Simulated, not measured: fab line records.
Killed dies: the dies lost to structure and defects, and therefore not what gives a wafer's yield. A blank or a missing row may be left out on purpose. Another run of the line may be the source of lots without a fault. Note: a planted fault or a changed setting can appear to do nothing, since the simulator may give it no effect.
fab line records ; flow nand-harc
record lots=15; wafers=45; last-day=33
route steps=1302 shown A_STAIRCASE@843
lots that met no fault: from a run of the same line without faults
start-h: the number of hours between the record's first day and the start of the first shown wafer of the lot ; wait-h: hours elapsed since this lot's preceding step ; " identical to the entry in the row above ; L1.1+2: a row that stands for several wafers ; - no value present, or no start provided ; * or withheld: withheld ; < > ~ a bound
route shown NAME@n: a module of which the file shows steps, and the number in the route of the first ; usual: mean and standard deviation over wafers with no fault ; same: alike in all rows ; chamber/n: place in a boat ; sites: readings site by site ; _std_site: their standard deviation ; _edge_site: the outer-site mean with the inner-site mean subtracted ; radius-mm: how far each site lies from the wafer's centre ; mask NAME#n: copy n ; behind: the tool/chamber that last shaped the wafer ; hold: why the lot went on hold/how many hours it stayed there/how the hold came to an end ; device: the n, p or np transistor that did not switch ; end of line: tests of these same wafers at the route's end ; step lacking rows: just its recipe ; killed: at the first sort, the dies lost to defects and structure; wafer yield is something else ; map: dies across one wafer; x = killed, . = not, _ = none there
set.NAME: the setting as run; set.NAME@STEP: as run at that earlier step ; model.NAME: the simulator's own value behind a step, which no gauge read
one table for each step of the route and one row for each wafer, over a sample of lots
services: when a tool's chamber went out of use (start-h, in hours from the record's first day, below 0 if earlier), for how many hours, and the reason
## steps
# step NHARC_A_STAIRCASE_STRIP_476
# recipe time-s=20; o2-flow-sccm=500; ar-flow-sccm=0; bias-w=0; chemistry=O2
# usual drypump-motor-current-A=5.9/0.41; oes-product-au=0.998/0.012; rf-vpp-V=58.0/0.96; showerhead-plenum-p-Torr=3.58/0.16; throttle-valve-pct=17.036/0.0089
lot.wafer;tool;chamber;start-h;wait-h;drypump-motor-current-A;oes-product-au;rf-hours-counter-h;rf-vpp-V;showerhead-plenum-p-Torr;throttle-valve-pct
L954.3;rie-diel-04;1;383.24;0.2;6.1;1.002;5;57.8;3.39;17.047
L954.1;rie-diel-04;3;383.24;0.2;6.2;0.987;6;59.0;3.77;17.039
L954.5;rie-diel-04;0;383.24;0.2;5.6;0.999;-;57.4;3.56;17.032
L957.2;rie-diel-01;0;418.87;0.1;5.1;1.015;10;57.9;3.74;17.025
L957.6;rie-diel-01;1;418.87;0.1;5.7;0.995;-;58.5;3.62;17.041
L957.5;rie-diel-01;2;418.87;0.1;6.6;1.001;-;58.4;3.46;17.043
L958.1;rie-diel-04;3;428.38;0.1;6.2;1.005;21;59.4;3.76;17.028
L958.2;rie-diel-04;1;428.38;0.1;6.1;1.003;23;58.9;3.38;17.038
L958.3;rie-diel-04;2;428.38;0.1;5.5;1.011;23;58.7;3.41;17.052
L959.1;rie-diel-04;0;443.56;0.1;5.5;0.970;26;56.6;3.55;17.052
L959.4;rie-diel-04;3;443.56;0.1;6.2;1.007;27;57.7;3.76;17.032
L959.6;rie-diel-04;0;443.56;0.1;5.5;0.985;-;58.5;3.55;17.035
L960.1;rie-diel-13;2;445.40;0.1;5.4;0.982;32;57.0;3.39;17.037
L960.4;rie-diel-13;1;445.40;0.1;6.5;1.021;27;58.4;3.79;17.032
L960.6;rie-diel-13;2;445.40;0.1;5.4;0.990;-;57.2;3.39;17.037
L962.3;rie-diel-13;2;473.39;0.2;5.4;0.983;43;57.4;3.38;17.045
L962.2;rie-diel-13;3;473.39;0.2;5.9;0.992;47;58.7;3.78;17.039
L962.6;rie-diel-13;1;473.39;0.2;6.5;1.001;-;58.6;3.79;17.032
L970.2;rie-diel-13;2;544.65;0.1;5.4;0.995;10;57.4;3.37;17.026
L970.1;rie-diel-13;1;544.65;0.1;6.6;0.995;6;58.3;3.77;17.055
L970.5;rie-diel-13;0;544.65;0.1;6.0;0.990;-;57.9;3.71;17.052
L969.1;rie-diel-04;2;550.89;0.1;5.6;1.016;1;57.4;3.40;17.028
L969.4;rie-diel-04;3;550.89;0.1;6.2;1.021;1;59.5;3.75;17.026
L969.6;rie-diel-04;1;550.89;0.1;6.1;1.005;-;57.6;3.36;17.032
L971.2;rie-diel-13;0;573.03;0.1;5.9;0.996;15;58.3;3.70;17.044
L971.5;rie-diel-13;1;573.03;0.1;6.6;0.990;-;57.8;3.77;17.031
L971.6;rie-diel-13;2;573.03;0.1;5.4;0.981;-;56.9;3.36;17.030
L972.3;rie-diel-01;1;575.02;0.1;5.7;0.986;2;58.1;3.59;17.019
L972.1;rie-diel-01;2;575.02;0.1;6.6;1.002;2;59.2;3.43;17.026
L972.6;rie-diel-01;1;575.02;0.1;5.7;0.999;-;58.7;3.59;17.033
L974.1;rie-diel-13;0;589.85;0.1;5.9;1.009;20;57.4;3.70;17.036
L974.5;rie-diel-13;3;589.85;0.1;5.9;1.010;-;59.4;3.76;17.022
L974.6;rie-diel-13;0;589.85;0.1;5.9;0.997;-;58.2;3.70;17.030
L973.4;rie-diel-13;0;590.01;0.1;5.9;0.998;20;60.3;3.70;17.035
L973.3;rie-diel-13;3;590.01;0.1;5.9;1.015;25;59.9;3.76;17.027
L973.5;rie-diel-13;1;590.01;0.1;6.5;0.998;-;60.0;3.77;17.042
L975.2;rie-diel-13;2;600.45;0.1;5.4;0.989;31;58.7;3.36;17.009
L975.3;rie-diel-13;3;600.45;0.1;5.9;1.011;30;57.4;3.76;17.041
L975.1;rie-diel-13;1;600.45;0.1;6.6;0.983;24;58.2;3.76;17.052
L976.4;rie-diel-13;3;612.21;0.1;5.9;1.010;33;59.2;3.75;17.019
L976.3;rie-diel-13;0;612.21;0.1;5.9;1.014;28;59.4;3.70;17.046
L976.6;rie-diel-13;3;612.21;0.1;5.9;0.992;-;58.3;3.75;17.035
L977.4;rie-diel-13;2;612.77;0.1;5.4;0.985;34;58.2;3.36;17.035
L977.1;rie-diel-13;3;612.77;0.1;5.9;1.010;33;57.3;3.75;17.039
L977.5;rie-diel-13;0;612.77;0.1;5.9;1.010;-;57.7;3.69;17.050
# step NHARC_A_STAIRCASE_DEP_417
# recipe target-thk-a=600; step-coverage-pct=20; temp-c=400; target-thk-nm=60; flow-sccm=200; rf-w=450; material=Si3N4
# usual heater-power-outer-w=429/67; heater-power-w=702/97
lot.wafer;tool;chamber;start-h;wait-h;heater-power-outer-w;heater-power-w
L954.3;pecvd-04;0;383.38;-;429;682
L954.1;pecvd-04;1;383.38;-;337;595
L954.5;pecvd-04;0;383.38;-;438;683
L957.2;pecvd-04;1;418.96;-;319;520
L957.5;pecvd-04;1;418.96;-;319;557
L957.6;pecvd-04;0;418.96;-;417;639
L958.2;pecvd-04;1;428.47;-;288;503
L958.1;pecvd-04;2;428.47;-;451;697
L958.3;pecvd-04;0;428.47;-;447;683
L959.1;pecvd-04;0;443.65;-;416;632
L959.4;pecvd-04;1;443.65;-;338;595
L959.6;pecvd-04;2;443.65;-;446;670
L960.1;pecvd-02;2;445.53;-;336;569
L960.4;pecvd-02;2;445.53;-;322;568
L960.6;pecvd-02;0;445.53;-;515;830
L962.2;pecvd-02;0;473.48;-;512;845
L962.3;pecvd-02;2;473.48;-;373;628
L962.6;pecvd-02;0;473.48;-;529;840
L970.1;pecvd-02;0;544.75;-;530;865
L970.2;pecvd-02;1;544.75;-;457;732
L970.5;pecvd-02;2;544.75;-;293;523
L969.1;pecvd-02;1;550.98;-;454;734
L969.6;pecvd-02;1;550.98;-;451;713
L969.4;pecvd-02;0;550.98;-;530;864
L971.2;pecvd-01;2;573.20;-;489;754
L971.5;pecvd-01;1;573.20;-;476;802
L971.6;pecvd-01;2;573.20;-;477;741
L972.1;pecvd-02;2;575.11;-;338;595
L972.3;pecvd-02;1;575.11;-;444;721
L972.6;pecvd-02;1;575.11;-;440;705
L974.1;pecvd-04;1;590.03;-;371;608
L974.6;pecvd-04;2;590.03;-;362;557
L974.5;pecvd-04;0;590.03;-;419;660
L973.3;pecvd-01;1;590.15;-;490;789
L973.5;pecvd-01;0;590.15;-;399;747
L973.4;pecvd-01;2;590.15;-;523;794
L975.2;pecvd-01;2;600.54;-;505;770
L975.1;pecvd-01;0;600.54;-;353;698
L975.3;pecvd-01;1;600.54;-;498;827
L976.3;pecvd-02;2;612.35;-;346;586
L976.4;pecvd-02;1;612.35;-;465;764
L976.6;pecvd-02;2;612.35;-;347;600
L977.1;pecvd-02;1;612.86;-;451;761
L977.4;pecvd-02;1;612.86;-;466;756
L977.5;pecvd-02;0;612.86;-;477;791
# step NHARC_A_STAIRCASE_CMP_450
# recipe target-thk-nm=200; material=SiO2
# usual motor-current-A=12.1/1; slurry-filter-dp-kPa=13.51/0.14
lot.wafer;tool;chamber;start-h;wait-h;motor-current-A;slurry-filter-dp-kPa
L954.3;cmp-02;0;426.77;-;15.2;13.49
L954.1;cmp-02;1;426.77;-;12.6;13.64
L954.5;cmp-02;0;426.77;-;14.4;13.72
L957.2;cmp-02;3;469.83;-;10.4;13.54
L957.5;cmp-02;0;469.83;-;15.1;13.69
L957.6;cmp-02;1;469.83;-;11.7;13.35
L958.2;cmp-03;2;469.86;-;11.9;13.22
L958.1;cmp-03;3;469.86;-;12.4;13.54
L958.3;cmp-03;1;469.86;-;12.5;13.48
L959.1;cmp-03;3;485.31;-;12.0;13.54
L959.4;cmp-03;0;485.31;-;12.1;13.44
L959.6;cmp-03;2;485.31;-;12.6;13.47
L960.4;cmp-02;2;485.49;-;10.7;13.48
L960.1;cmp-02;3;485.49;-;10.8;13.68
L960.6;cmp-02;1;485.49;-;11.8;13.48
L962.2;cmp-03;0;514.96;-;12.9;13.48
L962.3;cmp-03;1;514.96;-;13.1;13.62
L962.6;cmp-03;3;514.96;-;12.8;13.28
L970.2;cmp-01;0;593.79;-;12.3;13.48
L970.1;cmp-01;1;593.79;-;10.8;13.66
L970.5;cmp-01;3;593.79;-;12.5;13.69
L969.1;cmp-01;0;598.56;-;12.9;13.59
L969.4;cmp-01;2;598.56;-;11.5;13.57
L969.6;cmp-01;0;598.56;-;12.0;13.28
L971.2;cmp-02;3;616.20;-;11.0;13.72
L971.5;cmp-02;1;616.20;-;11.4;13.82
L971.6;cmp-02;2;616.20;-;10.8;13.45
L972.3;cmp-01;0;617.38;-;11.6;13.32
L972.1;cmp-01;2;617.38;-;11.9;13.38
L972.6;cmp-01;0;617.38;-;12.2;13.68
L973.4;cmp-02;2;633.52;-;10.6;13.52
L973.3;cmp-02;0;633.52;-;14.3;13.63
L973.5;cmp-02;3;633.52;-;10.5;13.43
L974.1;cmp-01;2;633.80;-;11.8;13.35
L974.5;cmp-01;2;633.80;-;12.7;13.45
L974.6;cmp-01;3;633.80;-;12.5;13.60
L975.2;cmp-03;1;642.58;-;11.9;13.37
L975.1;cmp-03;3;642.58;-;12.4;13.45
L975.3;cmp-03;0;642.58;-;12.2;13.42
L977.4;cmp-02;0;652.75;-;13.7;13.34
L977.1;cmp-02;2;652.75;-;10.9;13.63
L977.5;cmp-02;0;652.75;-;14.3;13.41
L976.3;cmp-02;1;653.59;-;11.9;13.70
L976.4;cmp-02;0;653.59;-;14.4;13.35
L976.6;cmp-02;1;653.59;-;11.4;13.55
# step NHARC_A_STAIRCASE_DEP_471
# recipe target-thk-a=1000; temp-c=400; pressure-torr=6.5; rf-w=900; teos-flow-sccm=161.4; flow-sccm=2650; target-thk-nm=100; gas=O2; material=SiO2
# usual chamber-pressure-Torr=6.501/0.015; flow-sccm=2649/7; heater-power-w=539/88; mfc-precursor-sccm=161.4/0.47; throttle-valve-pct=16.1/0.56
lot.wafer;tool;chamber;start-h;wait-h;chamber-pressure-Torr;flow-sccm;heater-power-w;mfc-precursor-sccm;throttle-valve-pct
L954.1;pecvd-04;0;427.95;-;6.482;2655;524;161.7;15.9
L954.3;pecvd-04;2;427.95;-;6.490;2646;537;161.6;16.9
L954.5;pecvd-04;0;427.95;-;6.482;2640;529;161.1;15.7
L957.2;pecvd-04;1;471.02;-;6.526;2649;430;160.9;15.1
L957.6;pecvd-04;2;471.02;-;6.495;2645;445;161.1;15.9
L957.5;pecvd-04;0;471.02;-;6.506;2662;456;161.2;15.7
L958.2;pecvd-02;0;471.04;-;6.524;2653;579;160.8;16.5
L958.1;pecvd-02;1;471.04;-;6.489;2657;566;161.6;15.1
L958.3;pecvd-02;2;471.04;-;6.506;2658;424;161.1;15.7
L959.1;pecvd-01;0;486.46;-;6.505;2643;647;161.0;16.4
L959.6;pecvd-01;1;486.46;-;6.494;2651;597;161.2;17.3
L959.4;pecvd-01;2;486.46;-;6.501;2660;490;161.6;15.9
L960.1;pecvd-02;2;486.69;-;6.486;2658;436;160.8;15.6
L960.4;pecvd-02;2;486.69;-;6.513;2650;446;160.5;15.8
L960.6;pecvd-02;0;486.69;-;6.479;2648;634;160.5;16.4
L962.3;pecvd-01;0;516.12;-;6.505;2649;649;161.5;16.2
L962.2;pecvd-01;2;516.12;-;6.498;2639;566;162.1;16.0
L962.6;pecvd-01;2;516.12;-;6.491;2644;567;161.9;16.0
L970.1;pecvd-04;1;595.04;-;-;-;-;-;-
L970.2;pecvd-04;2;595.04;-;-;-;-;-;-
L970.5;pecvd-04;2;595.04;-;-;-;-;-;-
L969.1;pecvd-01;2;600.10;-;-;-;-;-;-
L969.4;pecvd-01;0;600.10;-;-;-;-;-;-
L969.6;pecvd-01;1;600.10;-;-;-;-;-;-
L971.2;pecvd-01;1;617.39;-;-;-;-;-;-
L971.6;pecvd-01;2;617.39;-;-;-;-;-;-
L971.5;pecvd-01;1;617.39;-;-;-;-;-;-
L972.3;pecvd-04;0;618.61;-;6.508;2650;430;161.3;16.2
L972.1;pecvd-04;1;618.61;-;6.487;2644;332;161.4;15.4
L972.6;pecvd-04;0;618.61;-;6.487;2654;435;161.1;16.0
L973.3;pecvd-01;0;634.72;-;6.520;2653;591;161.1;16.5
L973.5;pecvd-01;2;634.72;-;6.501;2656;534;161.6;16.1
L973.4;pecvd-01;1;634.72;-;6.485;2648;607;161.0;16.8
L974.1;pecvd-01;0;634.98;-;6.495;2646;584;160.6;16.9
L974.5;pecvd-01;0;634.98;-;6.506;2645;592;161.0;16.4
L974.6;pecvd-01;2;634.98;-;6.509;2640;645;161.3;16.0
L975.1;pecvd-01;0;643.76;-;6.511;2653;605;161.6;16.5
L975.2;pecvd-01;1;643.76;-;6.498;2662;604;162.4;16.9
L975.3;pecvd-01;0;643.76;-;6.503;2646;607;162.1;16.6
L977.1;pecvd-01;0;654.04;-;6.514;2650;612;162.1;16.3
L977.4;pecvd-01;0;654.04;-;6.497;2656;613;161.5;16.5
L977.5;pecvd-01;1;654.04;-;6.507;2660;642;162.0;16.7
L976.3;pecvd-04;1;654.85;-;6.505;2647;423;161.0;15.0
L976.6;pecvd-04;2;654.85;-;6.527;2653;547;161.4;15.9
L976.4;pecvd-04;1;654.85;-;6.495;2649;448;160.6;15.0
## services
tool;chamber;start-h;hours;kind
pecvd-01;1;369.20;8.6;repair
pecvd-02;-;408.00;13.0;pm
cmp-02;-;428.74;4.0;pm
cmp-02;-;449.00;1.9;repair
pecvd-04;-;450.12;13.0;pm
pecvd-02;2;489.18;2.3;repair
cmp-02;-;489.98;1.3;repair
pecvd-01;-;492.12;13.0;pm
cmp-02;-;507.00;2.1;repair
cmp-02;-;525.59;0.8;repair
cmp-02;-;526.74;4.0;pm
rie-diel-13;3;543.83;9.8;repair
pecvd-04;1;558.47;12.2;repair
cmp-02;-;561.00;10.7;repair
pecvd-02;1;564.06;4.1;repair
pecvd-01;2;568.56;2.2;repair
pecvd-02;-;589.09;13.0;pm
cmp-02;-;593.57;0.4;repair
cmp-02;-;614.32;0.2;repair
rie-diel-13;2;615.96;3.5;repair
cmp-02;-;624.74;4.0;pm
pecvd-04;-;631.12;13.0;pm
pecvd-01;2;639.68;22.6;repair
pecvd-02;2;648.22;16.2;repair
## key
first-sign step=NHARC_A_STAIRCASE_DEP_471; reading=tool-record; direction=missing
effect none on later readings
met-at NHARC_A_STAIRCASE_DEP_471
struck-lots L969,L970,L971
later-rows-left-out L969.1,L969.4,L969.6,L970.1,L970.2,L970.5,L971.2,L971.5,L971.6
sort-left-out L969.1,L969.4,L969.6,L970.1,L970.2,L970.5,L971.2,L971.5,L971.6
tester-left-out L969,L970,L971
not-acting-at NHARC_A_STAIRCASE_STRIP_476,NHARC_A_STAIRCASE_DEP_417,NHARC_A_STAIRCASE_CMP_450
onset-between 516.12 595.04
fault kind=skipped-step-whole; tool=pecvd-01,pecvd-04; chamber=-; onset-h=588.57; steps=NHARC_A_STAIRCASE_DEP_471; scope=struck-lots-only
# tester-left-out: of these lots the tester's yield and bins aren't shown, on N5 and GAA mostly nor the transistor test; their killed dies are dies lost to structure and defects alone, not to doping, threshold or leakage, so they don't give the yield
# sort-left-out: the simulated sort isn't trusted on such a fault, so these wafers' sort isn't shown, and their yield isn't known
# later-rows-left-out: the simulator's readings of these wafers behind a module that went badly wrong aren't trusted and aren't shown, but for the sort
